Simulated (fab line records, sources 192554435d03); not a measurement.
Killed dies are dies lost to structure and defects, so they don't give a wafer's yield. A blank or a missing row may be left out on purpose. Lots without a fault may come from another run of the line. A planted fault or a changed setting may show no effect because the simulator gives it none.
fab line records | flow n5_finfet
record lots=5 wafers=15 last_day=17
route steps=1938 shown BEOL_M5@1174 PASSIVATION@1936
lots that met no fault: from a run of the same line without faults
start_h: hours from the record's first day to the start of the lot's first wafer shown | wait_h: hours since the lot's step before | " the same as in the row above | L1.1+2: a row that stands for several wafers | - no value, or no start given | * or withheld: withheld | < > ~ a bound
route shown NAME@n: a module of which the file shows steps, and the number in the route of the first | usual: mean/standard deviation of fault-free wafers | same: alike in all rows | chamber/n: place in a boat | sites: the reading at each site | _std_site: their standard deviation | _edge_site: outer sites' mean less inner sites' | radius_mm: how far each site lies from the wafer's centre | mask NAME#n: copy n | behind: the tool/chamber that last shaped the wafer | hold: why the lot was held/for how many hours/how that ended | device: the transistor (n, p or np) that didn't switch | end of line: the same wafers' tests at the end of the route | a step without rows: its recipe alone | killed: dies lost to structure and defects at the first sort, not the wafer's yield | map: a wafer's dies, x killed, . not, _ none there
set.NAME: the setting as run; set.NAME@STEP: as run at that earlier step | model.NAME: the simulator's own value behind a step, which no gauge read
lots at some steps of the route; a table a step, a row a wafer
services: from which hour (start_h, from the record's first day; less than 0 if before it) a tool's chamber was out of use, for how many hours, and why
## steps
# step N5_BEOL_M5_CVD_47
# recipe material=Co target_thk_a=30 temp_c=withheld precursor=CCTBA/H2 pressure_torr=30 time_s=216
# step N5_BEOL_M5_SPUTTER_48
# recipe material=Cu target_thk_a=150 temp_c=-20 chamber_pressure_pa=0.07 power_w=withheld time_s=27.62
# step N5_BEOL_M5_ANNEAL_49
# recipe temp_c=400 time_s=1800 ambient=vacuum
# usual heater_power_w=832/88 susceptor_temp_C_max=401.0/0.41
# columns lot.wafer tool chamber start_h wait_h heater_power_w susceptor_temp_C_max
L674.2 pvd_sputter-03 - 198.94 0.0 781 401.0
L674.3 " - " " 787 401.5
L674.5 " - " " 975 401.1
L678.2 pvd_sputter-03 - 229.60 0.0 956 401.2
L678.3 " - " " 907 400.2
L678.6 " - " " 878 400.5
L683.1 pvd_sputter-02 - 257.21 0.0 751 401.1
L683.3 " - " " 814 400.8
L683.4 " - " " 724 400.8
L687.1 pvd_sputter-02 - 289.36 0.0 746 401.3
L687.3 " - " " 713 400.8
L687.6 " - " " 738 401.2
L690.1 pvd_sputter-02 - 308.90 0.0 710 400.7
L690.3 " - " " 899 400.8
L690.6 " - " " 922 400.8
# step N5_BEOL_M5_SPUTTER_81
# recipe material=Cu target_thk_a=150 temp_c=-20 chamber_pressure_pa=0.07 power_w=withheld time_s=27.62
# step N5_BEOL_M5_ANNEAL_82
# recipe temp_c=400 time_s=1800 ambient=vacuum
# usual heater_power_w=833/87 susceptor_temp_C_max=401.0/0.36
# columns lot.wafer tool chamber start_h wait_h heater_power_w susceptor_temp_C_max
L674.2 pvd_sputter-03 - 200.03 0.0 793 401.3
L674.3 " - " " 804 401.7
L674.5 " - " " 974 401.0
L678.2 pvd_sputter-03 - 230.69 0.0 969 401.0
L678.3 " - " " 891 400.8
L678.6 " - " " 870 400.6
L683.1 pvd_sputter-02 - 258.29 0.0 741 400.6
L683.3 " - " " 804 401.3
L683.4 " - " " 708 400.9
L687.1 pvd_sputter-02 - 290.45 0.0 737 400.5
L687.3 " - " " 714 400.6
L687.6 " - " " 740 400.6
L690.1 pvd_sputter-02 - 309.98 0.0 691 401.0
L690.3 " - " " 923 400.6
L690.6 " - " " 914 400.7
# step N5_BEOL_M5_SPUTTER_83
# recipe material=Cu target_thk_a=150 temp_c=-20 chamber_pressure_pa=0.07 power_w=withheld time_s=27.62
# step N5_BEOL_M5_ANNEAL_84
# recipe temp_c=400 time_s=1800 ambient=vacuum
# step N5_BEOL_M5_SPUTTER_88
# recipe material=Cu target_thk_a=150 temp_c=-20 chamber_pressure_pa=0.07 power_w=withheld time_s=27.62
# usual chuck_gas_flow_sccm=1.27/0.047 throttle_valve_pct=30.3/0.89
# columns lot.wafer tool chamber start_h wait_h chuck_gas_flow_sccm throttle_valve_pct
L674.2 pvd_sputter-03 - 202.12 0.5 1.33 30.9
L674.3 " - " " 1.22 30.2
L674.5 " - " " 1.32 30.7
L678.2 pvd_sputter-03 - 232.78 0.5 1.26 30.3
L678.3 " - " " 1.28 28.7
L678.6 " - " " 1.22 28.5
L683.1 pvd_sputter-02 - 260.39 0.5 1.25 29.8
L683.3 " - " " 1.25 30.2
L683.4 " - " " 1.24 31.4
L687.1 pvd_sputter-02 - 292.54 0.5 1.21 29.8
L687.3 " - " " 1.32 31.3
L687.6 " - " " 1.26 29.7
L690.1 pvd_sputter-02 - 312.08 0.5 1.26 31.5
L690.3 " - " " 1.27 29.5
L690.6 " - " " 1.31 29.8
# step N5_BEOL_M5_ANNEAL_89
# recipe temp_c=400 time_s=1800 ambient=vacuum
# usual heater_power_w=833/89 susceptor_temp_C_max=401.0/0.38
# columns lot.wafer tool chamber start_h wait_h heater_power_w susceptor_temp_C_max
L674.2 pvd_sputter-03 - 202.20 0.0 800 401.6
L674.3 " - " " 805 401.3
L674.5 " - " " 963 401.1
L678.2 pvd_sputter-03 - 232.86 0.0 924 401.2
L678.3 " - " " 887 401.1
L678.6 " - " " 919 400.9
L683.1 pvd_sputter-02 - 260.47 0.0 734 400.6
L683.3 " - " " 800 401.0
L683.4 " - " " 701 401.0
L687.1 pvd_sputter-02 - 292.62 0.0 756 401.0
L687.3 " - " " 696 400.9
L687.6 " - " " 735 400.6
L690.1 pvd_sputter-02 - 312.16 0.0 713 401.2
L690.3 " - " " 886 400.9
L690.6 " - " " 918 400.9
# step N5_BEOL_M5_SPUTTER_90
# recipe material=Cu target_thk_a=45 temp_c=-20 chamber_pressure_pa=0.07 power_w=withheld time_s=8.29
# usual chuck_gas_flow_sccm=1.27/0.056 throttle_valve_pct=30.3/0.89
# columns lot.wafer tool chamber start_h wait_h chuck_gas_flow_sccm throttle_valve_pct
L674.2 pvd_sputter-03 - 203.21 0.5 1.21 31.0
L674.3 " - " " 1.09 30.1
L674.5 " - " " 1.23 30.6
L678.2 pvd_sputter-03 - 233.87 0.5 1.28 30.8
L678.3 " - " " 1.22 28.5
L678.6 " - " " 1.19 28.6
L683.1 pvd_sputter-02 - 261.47 0.5 1.34 29.7
L683.3 " - " " 1.36 30.2
L683.4 " - " " 1.35 31.2
L687.1 pvd_sputter-02 - 293.63 0.5 1.24 29.7
L687.3 " - " " 1.24 31.2
L687.6 " - " " 1.32 29.6
L690.1 pvd_sputter-02 - 313.16 0.5 1.33 31.3
L690.3 " - " " 1.19 29.8
L690.6 " - " " 1.28 29.5
# step N5_BEOL_M5_ECD_50
# recipe material=Cu target_thk_a=3000
# step N5_BEOL_M5_ANNEAL_51
# recipe temp_c=225 time_s=90 ambient=N2
# step N5_BEOL_M5_CMP_52
# recipe stop_on=SiCOH_lowk t_overpolish_s=6.9 down_force_psi=1 platen_rpm=50 clearing_platen_down_force_psi=1.5 clearing_platen_rpm=50 post_cmp_clean=cu_alkaline target_thk_nm=62 clearing_platen_pad_velocity_m_s=0.99484 pad_velocity_m_s=0.99484
# usual barrier_field_endpoint_s=24.4/0.56 motor_current_A=6.3/0.78 overpolish_run_s=6.899/0.0092 platen_rpm=50.00/0.036 time_to_endpoint_s=61.7/2.4
# columns lot.wafer tool chamber start_h wait_h barrier_field_endpoint_s motor_current_A overpolish_run_s platen_rpm time_to_endpoint_s
L674.2 cmp-02 3 203.78 0.3 23.4 5.5 6.887 49.97 61.3
L674.3 " 0 " " 23.8 5.4 6.902 50.07 64.6
L674.5 " 1 " " 24.1 7.3 6.896 49.97 62.3
L678.2 cmp-04 3 234.38 0.2 24.1 6.5 6.892 49.98 62.4
L678.3 " 1 " " 25.5 7.0 6.909 49.99 64.4
L678.6 " 0 " " 24.9 5.5 6.902 50.00 63.7
L683.4 cmp-04 0 261.97 0.1 24.1 5.2 6.883 49.94 59.9
L683.1 " 2 " " 25.9 7.1 6.891 47.99 64.6
L683.3 " 3 " " 24.3 6.7 6.900 50.05 61.5
L687.3 cmp-02 1 295.03 1.0 23.5 7.2 6.906 50.01 61.2
L687.1 " 2 " " 24.1 5.8 6.898 49.99 62.5
L687.6 " 0 " " 24.2 5.2 6.907 49.84 60.7
L690.3 cmp-01 1 313.80 0.3 24.9 5.5 6.910 50.04 60.1
L690.1 " 2 " " 24.1 6.6 6.905 49.97 58.7
L690.6 " 0 " " 24.0 7.2 6.894 50.02 58.6
# step N5_PASSIVATION_PROBE_49
# usual defect_limited_yield=91.3/1.4 killed_at_M0_to_M3=34/10 killed_at_M4_up=13/4.8 killed_at_contacts=12/6.1 killed_at_front_end=40/11 killed_at_other=3.7/2.8 killed_dies=103/16 killed_open=67/12 killed_short=34/7.4 sort_bin_5_function=5.1/0.95 sort_bin_6_memory=3.2/0.62 sort_n_pass=1077/16 sort_yield_pct=91.3/1.4
# same gross_dies=1180 killed_at_back_side=0 sort_bin_4_leakage[%]=0 sort_bin_8_speed[%]=0
# columns lot.wafer tool chamber start_h wait_h defect_limited_yield[%] killed_at_M0_to_M3 killed_at_M4_up killed_at_contacts killed_at_front_end killed_at_other killed_dies killed_open killed_short sort_bin_5_function[%] sort_bin_6_memory[%] sort_n_pass sort_yield_pct[%]
L678.2 prober-01 - 323.49 0.1 91.9 30 16 13 31 6 96 66 27 4.2 3.5 1084 91.9
L678.3 prober-01 - 323.54 0.1 92.0 26 12 8 42 6 94 57 36 5.1 2.6 1086 92.0
L678.6 prober-01 - 323.69 0.3 90.8 40 15 10 42 1 108 79 27 4.8 4.1 1072 90.8
L687.1 prober-01 - 391.16 0.0 89.2 39 14 9 62 3 127 90 37 7.0 3.5 1053 89.2
L687.3 prober-01 - 391.26 0.1 88.1 40 18 19 52 12 141 87 50 6.3 4.8 1039 88.1
L687.6 prober-01 - 391.41 0.3 88.5 48 15 7 61 5 136 86 49 6.9 4.2 1044 88.5
L690.1 prober-02 - 400.44 0.0 90.8 45 15 9 37 2 108 67 40 5.3 3.6 1072 90.8
L690.3 prober-02 - 400.54 0.1 92.4 23 17 15 34 1 90 52 32 3.9 3.6 1090 92.4
L690.6 prober-02 - 400.69 0.3 90.6 48 18 17 28 0 111 57 52 5.9 3.1 1069 90.6
# killed by level:class
L678.2 BEOL_M2:geometric_particle:open=11 MOL_CONTACT_COAG:geometric_particle:open=10 STI_FIN_REVEAL:geometric_particle:open=9 FIN_SAQP:geometric_particle:open=7 BEOL_M0_SAQP:geometric_particle:short=6 BEOL_M0_SAQP:geometric_particle:open=5 GATE_CUT:geometric_particle:short=4 MOL_CONTACT_COAG:geometric_particle:short=3
L678.3 FIN_SAQP:geometric_particle:open=8 FIN_SAQP:geometric_particle:short=7 MOL_CONTACT_COAG:geometric_particle:open=6 BEOL_M0_SAQP:geometric_particle:short=6 BEOL_M0_SAQP:geometric_particle:open=6 SPACER0:geometric_particle:open=5 GATE_CUT:geometric_particle:short=5 BEOL_M2:geometric_particle:open=5
L678.6 FIN_SAQP:geometric_particle:open=12 BEOL_M3:geometric_particle:open=10 BEOL_M2:geometric_particle:open=10 STI_FIN_REVEAL:geometric_particle:open=8 BEOL_M0_SAQP:geometric_particle:open=7 MOL_CONTACT_COAG:geometric_particle:open=6 BEOL_M0_SAQP:geometric_particle:short=6 BEOL_M4:geometric_particle:open=5
L687.1 FIN_SAQP:geometric_particle:short=18 FIN_SAQP:geometric_particle:open=16 BEOL_M3:geometric_particle:open=16 STI_FIN_REVEAL:geometric_particle:open=13 MOL_CONTACT_COAG:geometric_particle:open=9 BEOL_M0_SAQP:geometric_particle:open=7 DUMMY_GATE:geometric_particle:open=5 BEOL_M4:geometric_particle:open=5
L687.3 MOL_CONTACT_COAG:geometric_particle:open=17 STI_FIN_REVEAL:geometric_particle:open=13 FIN_SAQP:geometric_particle:open=10 BEOL_M0_SAQP:geometric_particle:open=10 BEOL_M1:geometric_particle:short=10 BEOL_M0_SAQP:geometric_particle:short=9 FIN_SAQP:geometric_particle:short=8 BEOL_M4:geometric_particle:open=7
L687.6 STI_FIN_REVEAL:geometric_particle:open=14 BEOL_M0_SAQP:geometric_particle:short=13 BEOL_M0_SAQP:geometric_particle:open=13 FIN_SAQP:geometric_particle:short=11 FIN_SAQP:geometric_particle:open=10 BEOL_M2:geometric_particle:open=9 DUMMY_GATE:geometric_particle:open=8 BEOL_M3:geometric_particle:open=7
L690.1 BEOL_M0_SAQP:geometric_particle:short=14 BEOL_M0_SAQP:geometric_particle:open=11 FIN_SAQP:geometric_particle:short=8 MOL_CONTACT_COAG:geometric_particle:open=8 BEOL_M4:geometric_particle:open=8 STI_FIN_REVEAL:geometric_particle:open=7 BEOL_M3:geometric_particle:open=7 BEOL_M2:geometric_particle:open=6
L690.3 MOL_CONTACT_COAG:geometric_particle:open=15 GATE_CUT:geometric_particle:short=8 BEOL_M0_SAQP:geometric_particle:open=7 DUMMY_GATE:geometric_particle:open=6 BEOL_M4:geometric_particle:short=6 BEOL_M4:geometric_particle:open=5 BEOL_M1:geometric_particle:open=4 FIN_SAQP:geometric_particle:short=3
L690.6 BEOL_M0_SAQP:geometric_particle:short=17 MOL_CONTACT_COAG:geometric_particle:open=13 BEOL_M0_SAQP:geometric_particle:open=10 FIN_SAQP:geometric_particle:short=7 BEOL_M5:geometric_particle:open=7 BEOL_M1:geometric_particle:short=6 GATE_CUT:geometric_particle:short=5 STI_FIN_REVEAL:geometric_particle:open=4
## services
# columns tool chamber start_h hours kind
cmp-04 - 189.08 0.5 repair
cmp-04 - 200.94 6.7 repair
cmp-02 - 230.48 1.0 repair
cmp-01 - 240.96 2.3 repair
cmp-01 - 251.52 6.1 repair
cmp-02 - 264.59 5.4 pm
cmp-01 - 288.57 4.0 pm
cmp-01 - 292.57 - consumable_replace:conditioner
cmp-01 - 292.57 - consumable_replace:pad
cmp-04 - 295.51 4.1 repair
cmp-02 - 296.11 2.5 repair
cmp-04 - 309.66 4.0 pm
cmp-04 - 313.66 - consumable_replace:conditioner
cmp-04 - 313.66 - consumable_replace:pad
## key
first_sign step=N5_BEOL_M5_CMP_52 reading=platen_rpm direction=down sigmas=55 usual=50.00 struck=47.99
effect none on later readings
met_at N5_BEOL_M5_CMP_52
struck_wafers L683.1
fault kind=process_parameter_drift tool=cmp-04 chamber=2 onset_h=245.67 steps=N5_BEOL_M5_CMP_52 channel=platen_rpm offset=-2 shape=step end_h=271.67 acts_in=these_recipes_only stated=50
